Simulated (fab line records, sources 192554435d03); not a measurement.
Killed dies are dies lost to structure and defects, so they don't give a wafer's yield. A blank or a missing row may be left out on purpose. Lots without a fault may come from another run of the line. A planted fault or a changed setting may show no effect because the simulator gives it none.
fab line records | flow n5_finfet
record lots=7 wafers=19 last_day=17
route steps=1938 shown BEOL_M3@1006 BEOL_M4@1111
lots that met no fault: from a run of the same line without faults
start_h: hours from the record's first day to the start of the lot's first wafer shown | wait_h: hours since the lot's step before | " the same as in the row above | L1.1+2: a row that stands for several wafers | - no value, or no start given | * or withheld: withheld | < > ~ a bound
route shown NAME@n: a module of which the file shows steps, and the number in the route of the first | usual: mean/standard deviation of fault-free wafers | same: alike in all rows | chamber/n: place in a boat | sites: the reading at each site | _std_site: their standard deviation | _edge_site: outer sites' mean less inner sites' | radius_mm: how far each site lies from the wafer's centre | mask NAME#n: copy n | behind: the tool/chamber that last shaped the wafer | hold: why the lot was held/for how many hours/how that ended | device: the transistor (n, p or np) that didn't switch | end of line: the same wafers' tests at the end of the route | a step without rows: its recipe alone | killed: dies lost to structure and defects at the first sort, not the wafer's yield | map: a wafer's dies, x killed, . not, _ none there
set.NAME: the setting as run; set.NAME@STEP: as run at that earlier step | model.NAME: the simulator's own value behind a step, which no gauge read
lots at some steps of the route; a table a step, a row a wafer
services: from which hour (start_h, from the record's first day; less than 0 if before it) a tool's chamber was out of use, for how many hours, and why
## steps
# step N5_BEOL_M3_SPUTTER_92
# recipe material=Cu target_thk_a=45 temp_c=-20 chamber_pressure_pa=0.07 power_w=withheld time_s=8.29
# step N5_BEOL_M3_ANNEAL_93
# recipe temp_c=400 time_s=240 ambient=vacuum
# usual heater_power_w=845/70
# columns lot.wafer tool chamber start_h wait_h heater_power_w
L279.2 pvd_sputter-01 - 187.39 0.0 938
L279.3 " - " " 972
L279.4 " - " " 723
L286.1 pvd_sputter-02 - 230.56 0.0 870
L286.5 " - " " 882
L286.6 " - " " 861
L293.3 pvd_sputter-01 - 255.89 0.0 912
L293.5 " - " " 917
L292.2 pvd_sputter-03 - 264.31 0.0 771
L292.5 " - " " 868
L294.1 pvd_sputter-03 - 270.78 0.0 704
L294.2 " - " " 859
L294.4 " - " " 879
L295.1 pvd_sputter-02 - 270.98 0.0 903
L295.3 " - " " 888
L295.4 " - " " 877
L297.1 pvd_sputter-01 - 290.78 0.0 805
L297.2 " - " " 938
L297.3 " - " " 739
# step N5_BEOL_M3_SPUTTER_94
# recipe material=Cu target_thk_a=45 temp_c=-20 chamber_pressure_pa=0.07 power_w=withheld time_s=8.29
# usual substrate_temp_c=-19.99/0.11 throttle_valve_pct=29.9/1.2
# columns lot.wafer tool chamber start_h wait_h substrate_temp_c throttle_valve_pct
L279.2 pvd_sputter-01 - 187.53 0.1 -20.06 29.1
L279.3 " - " " -19.93 28.0
L279.4 " - " " -19.99 30.4
L286.1 pvd_sputter-02 - 230.70 0.1 -19.85 31.1
L286.5 " - " " -19.81 30.8
L286.6 " - " " -20.03 30.7
L293.3 pvd_sputter-01 - 256.03 0.1 -19.97 28.2
L293.5 " - " " -19.82 27.7
L292.2 pvd_sputter-03 - 264.45 0.1 -19.77 28.7
L292.5 " - " " -19.99 28.1
L294.1 pvd_sputter-03 - 270.92 0.1 -20.07 28.4
L294.2 " - " " -20.08 28.0
L294.4 " - " " -20.20 30.6
L295.1 pvd_sputter-02 - 271.12 0.1 -19.89 31.0
L295.3 " - " " -20.10 31.2
L295.4 " - " " -20.10 31.1
L297.1 pvd_sputter-01 - 290.92 0.1 -19.94 31.7
L297.2 " - " " -20.11 27.9
L297.3 " - " " -20.07 30.4
# step N5_BEOL_M3_ANNEAL_95
# recipe temp_c=400 time_s=240 ambient=vacuum
# step N5_BEOL_M3_SPUTTER_96
# recipe material=Cu target_thk_a=45 temp_c=-20 chamber_pressure_pa=0.07 power_w=withheld time_s=8.29
# step N5_BEOL_M3_ECD_50
# recipe material=Cu target_thk_a=3000
# step N5_BEOL_M3_ANNEAL_51
# recipe temp_c=225 time_s=90 ambient=N2
# usual wafer_temp_C_max=226.10/0.26
# columns lot.wafer tool chamber start_h wait_h wafer_temp_C_max
L279.2 rtp_anneal-01 0 188.05 0.1 225.50
L279.3 " 0 " " 225.74
L279.4 " 0 " " 225.80
L286.1 rtp_anneal-02 0 231.12 0.1 226.25
L286.5 " 0 " " 226.06
L286.6 " 0 " " 225.95
L293.3 rtp_anneal-02 0 256.53 0.1 226.02
L293.5 " 0 " " 226.62
L292.2 rtp_anneal-02 0 264.96 0.2 226.33
L292.5 " 0 " " 226.54
L294.1 rtp_anneal-01 0 271.33 0.1 226.39
L294.2 " 0 " " 225.91
L294.4 " 0 " " 225.84
L295.1 rtp_anneal-02 0 271.54 0.1 225.87
L295.3 " 0 " " 225.83
L295.4 " 0 " " 226.90
L297.1 rtp_anneal-01 0 291.34 0.1 226.49
L297.2 " 0 " " 226.06
L297.3 " 0 " " 226.25
# step N5_BEOL_M3_CMP_52
# recipe stop_on=SiOC t_overpolish_s=6.8 down_force_psi=1 platen_rpm=50 clearing_platen_down_force_psi=1.5 clearing_platen_rpm=50 post_cmp_clean=cu_alkaline target_thk_nm=40 clearing_platen_pad_velocity_m_s=0.99484 pad_velocity_m_s=0.99484
# step N5_BEOL_M3_THK_MEAS_53
# recipe thk_meas_gauge=xrf reads=Cu_of_BEOL_M3_ECD_50
# usual M3_THK=39.8/1.6
# columns lot.wafer tool chamber start_h wait_h M3_THK[nm]
L279.2 film_metro-01 - 188.61 - 39.8
L279.3 " - " " 37.7
L279.4 " - " " 39.4
L286.1 film_metro-01 - 231.71 - 41.6
L286.5 " - " " 42.0
L286.6 " - " " 43.9
L293.3 film_metro-02 - 257.04 - 39.3
L293.5 " - " " 41.8
L292.2 film_metro-01 - 265.73 - 40.3
L292.5 " - " " 41.0
L294.1 film_metro-02 - 271.93 - 38.2
L294.2 " - " " 39.6
L294.4 " - " " 40.0
L295.1 film_metro-01 - 272.41 - 38.8
L295.3 " - " " 39.2
L295.4 " - " " 42.3
L297.1 film_metro-02 - 291.93 - 39.4
L297.2 " - " " 40.8
L297.3 " - " " 39.8
# step N5_BEOL_M3_PRE_CLEAN_60
# recipe gas=NH3/H2 time_s=15 temp_c=* rf_power_w=300
# usual heater_power_w=81/11
# columns lot.wafer tool chamber start_h wait_h heater_power_w
L279.2 cvd_co-02 1 188.65 0.0 71
L279.3 " 2 " " 86
L279.4 " 1 " " 71
L286.1 cvd_co-02 0 231.74 0.0 73
L286.5 " 2 " " 87
L286.6 " 0 " " 75
L293.3 cvd_co-02 0 257.07 0.0 76
L293.5 " 2 " " 90
L292.2 cvd_co-01 0 265.83 0.1 65
L292.5 " 1 " " 91
L294.1 cvd_co-02 2 272.03 0.1 87
L294.2 " 1 " " 74
L294.4 " 2 " " 92
L295.1 cvd_co-01 0 272.47 0.1 65
L295.3 " 2 " " 98
L295.4 " 1 " " 94
L297.1 cvd_co-02 2 291.97 0.0 89
L297.2 " 0 " " 76
L297.3 " 1 " " 73
# step N5_BEOL_M3_CO_CAP_55
# recipe material=Co target_thk_a=20 temp_c=200 precursor=CCTBA/H2 pressure_torr=30 time_s=102.1
# usual heater_power_w=230/14
# columns lot.wafer tool chamber start_h wait_h heater_power_w
L279.2 cvd_co-02 1 188.69 0.0 215
L279.3 " 2 " " 235
L279.4 " 1 " " 219
L286.1 cvd_co-02 0 231.78 0.0 223
L286.5 " 2 " " 239
L286.6 " 0 " " 223
L293.3 cvd_co-02 0 257.11 0.0 227
L293.5 " 2 " " 238
L292.2 cvd_co-01 0 265.87 0.0 206
L292.5 " 1 " " 246
L294.1 cvd_co-02 2 272.07 0.0 243
L294.2 " 1 " " 222
L294.4 " 2 " " 239
L295.1 cvd_co-01 0 272.51 0.0 212
L295.3 " 2 " " 252
L295.4 " 1 " " 248
L297.1 cvd_co-02 2 292.01 0.0 236
L297.2 " 0 " " 225
L297.3 " 1 " " 220
# step N5_BEOL_M3_PRE_CLEAN_56
# recipe gas=NH3 time_s=15 temp_c=withheld rf_power_w=300
# step N5_BEOL_M3_DEP_57
# recipe material=SiCN target_thk_a=80 temp_c=withheld precursor=3MS/NH3 pressure_torr=3 rf_w=202 time_s=14
# usual showerhead_plenum_p_Torr=3.671/0.013 showerhead_vpp_V=880/44 throttle_valve_pct=9.1/0.5
# columns lot.wafer tool chamber start_h wait_h showerhead_plenum_p_Torr showerhead_vpp_V throttle_valve_pct model.SiCN_of_BEOL_M3_DEP_57.thk_nm
L279.2 pecvd-01 2 188.81 0.0 3.652 939 8.5 8.2
L279.3 " 1 " " 3.677 950 9.1 8.2
L279.4 " 2 " " 3.662 931 8.5 8.2
L286.1 pecvd-02 1 231.90 0.0 3.659 903 10.0 8
L286.5 " 0 " " 3.681 877 8.9 8.4
L286.6 " 1 " " 3.668 900 9.8 8.2
L293.3 pecvd-01 0 257.26 0.0 3.657 817 9.8 11.2
L293.5 " 2 " " 3.662 960 8.3 8.2
L292.2 pecvd-01 2 265.99 0.0 3.661 969 8.6 11
L292.5 " 2 " " 3.654 941 8.2 8
L294.1 pecvd-01 0 272.19 0.0 3.663 816 9.5 8
L294.2 " 1 " " 3.686 945 9.0 11
L294.4 " 1 " " 3.676 947 8.9 8
L295.1 pecvd-03 2 272.63 0.0 3.662 855 8.6 7.8
L295.3 " 1 " " 3.698 897 9.7 8
L295.4 " 2 " " 3.661 857 8.3 8
L297.1 pecvd-02 1 292.13 0.0 3.663 875 10.0 8
L297.2 " 2 " " 3.661 872 9.0 8
L297.3 " 2 " " 3.661 872 9.0 8
# step N5_BEOL_M3_RS_MEAS_58
# recipe thk_meas_gauge=four-point-probe reads=Co_of_BEOL_M3_CO_CAP_55+Cu_of_BEOL_M3_ECD_50+Co_of_BEOL_M3_CVD_47+TaN_of_BEOL_M3_ALD_84
# usual M3_RS=0.67/0.036
# columns lot.wafer tool chamber start_h wait_h M3_RS[ohm/sq]
L279.2 film_metro-02 - 188.87 0.1 0.68
L279.3 " - " " 0.73
L279.4 " - " " 0.69
L286.1 film_metro-01 - 231.97 0.0 0.64
L286.5 " - " " 0.63
L286.6 " - " " 0.59
L293.3 film_metro-01 - 257.33 0.1 0.68
L293.5 " - " " 0.63
L292.2 film_metro-01 - 266.06 0.1 0.66
L292.5 " - " " 0.65
L294.1 film_metro-01 - 272.26 0.1 0.71
L294.2 " - " " 0.68
L294.4 " - " " 0.67
L295.1 film_metro-02 - 272.70 0.0 0.69
L295.3 " - " " 0.69
L295.4 " - " " 0.62
L297.1 film_metro-01 - 292.22 0.1 0.69
L297.2 " - " " 0.66
L297.3 " - " " 0.68
# step N5_BEOL_M4_RC_MEAS_101
# usual DIBL_N=35.8/1.6 DIBL_P=36.0/2.1 IOFF_N=0.153/0.026 IOFF_P=0.21/0.037 ION_N=673/11 ION_P=462/7.6 SS_N=71.4/0.53 SS_P=73.2/0.67 VT_N=250/3.2 VT_P=-250/3.7
# columns lot.wafer tool chamber start_h wait_h DIBL_N[mV/V] DIBL_P[mV/V] IOFF_N[nA/um] IOFF_P[nA/um] ION_N[uA/um] ION_P[uA/um] SS_N[mV/dec] SS_P[mV/dec] VT_N[mV] VT_P[mV]
L279.2 prober-01 0 198.29 0.2 37.3 36.1 0.193 0.26 678 470 71.4 73.4 243 -244
L279.3 " 0 " " 37.0 35.8 0.178 0.25 677 470 71.6 73.5 246 -246
L279.4 " 0 " " 36.1 35.0 0.171 0.24 693 480 71.1 73.5 246 -245
L286.1 prober-01 0 245.27 0.0 35.3 36.0 0.160 0.18 678 456 71.4 73.2 249 -252
L286.5 " 0 " " 35.1 35.6 0.145 0.17 658 453 71.7 72.6 250 -255
L286.6 " 0 " " 36.8 37.9 0.188 0.20 684 451 72.5 73.9 247 -252
L293.3 prober-02 0 274.92 0.3 37.6 35.7 0.163 0.19 676 459 72.4 72.8 249 -254
L293.5 " 0 " " 34.0 31.3 0.105 0.13 654 452 70.7 71.4 254 -257
L292.2 prober-01 0 276.04 0.2 36.5 38.1 0.170 0.22 676 474 71.2 74.0 249 -250
L292.5 " 0 " " 33.8 34.6 0.127 0.17 657 454 71.2 73.0 253 -255
L295.1 prober-02 0 285.26 0.0 34.6 36.0 0.152 0.20 669 464 71.7 71.9 251 -249
L295.3 " 0 " " 36.1 38.1 0.192 0.26 680 469 72.4 73.9 247 -248
L295.4 " 0 " " 34.1 35.4 0.149 0.21 665 457 71.0 72.8 250 -248
L294.1 prober-01 0 289.30 0.0 38.0 39.5 0.183 0.24 679 465 72.1 74.6 252 -250
L294.2 " 0 " " 39.4 40.2 0.217 0.27 695 469 72.5 74.8 249 -250
L294.4 " 0 " " 36.0 35.2 0.145 0.18 667 454 71.4 73.5 251 -254
L297.1 prober-01 0 302.14 0.0 31.6 30.1 0.090 0.13 651 448 70.3 71.3 256 -257
L297.2 " 0 " " 38.0 37.4 0.200 0.24 691 464 72.0 73.2 243 -247
L297.3 " 0 " " 37.5 38.7 0.195 0.24 688 469 71.7 74.2 247 -249
## services
# columns tool chamber start_h hours kind
pecvd-02 2 164.86 29.8 repair
pecvd-02 - 165.15 0.4 repair
pecvd-02 1 189.86 2.9 repair
pecvd-01 2 194.03 10.1 repair
pecvd-01 - 196.98 0.2 repair
pecvd-03 2 202.38 - clean
pecvd-03 2 202.38 - consumable_replace:showerhead
pecvd-03 2 202.38 29.0 scheduled_down
pecvd-03 2 202.38 29.0 vent_cycle
cvd_co-02 - 209.75 6.0 pm
pecvd-03 0 222.11 2.1 scheduled_down
pecvd-01 2 247.92 5.4 repair
pecvd-02 2 249.49 2.1 scheduled_down
cvd_co-02 - 258.29 2.3 repair
pecvd-03 0 275.91 7.4 repair
cvd_co-02 - 276.57 2.8 pm
pecvd-01 0 278.24 12.8 repair
pvd_sputter-03 - 279.46 4.2 repair
## key
first_sign none at tools or gauges
model_effect step=N5_BEOL_M3_DEP_57 value=SiCN_of_BEOL_M3_DEP_57.thk_nm without=8.133 struck=11.07
met_at N5_BEOL_M3_DEP_57
struck_wafers L292.2,L293.3,L294.2
onset_between 188.81 257.26
fault kind=process_parameter_drift tool=pecvd-01 chamber=- onset_h=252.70 steps=N5_BEOL_M3_DEP_57 channel=time_s offset=* shape=step end_h=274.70 scope=struck_wafers_only acts_in=* stated=*
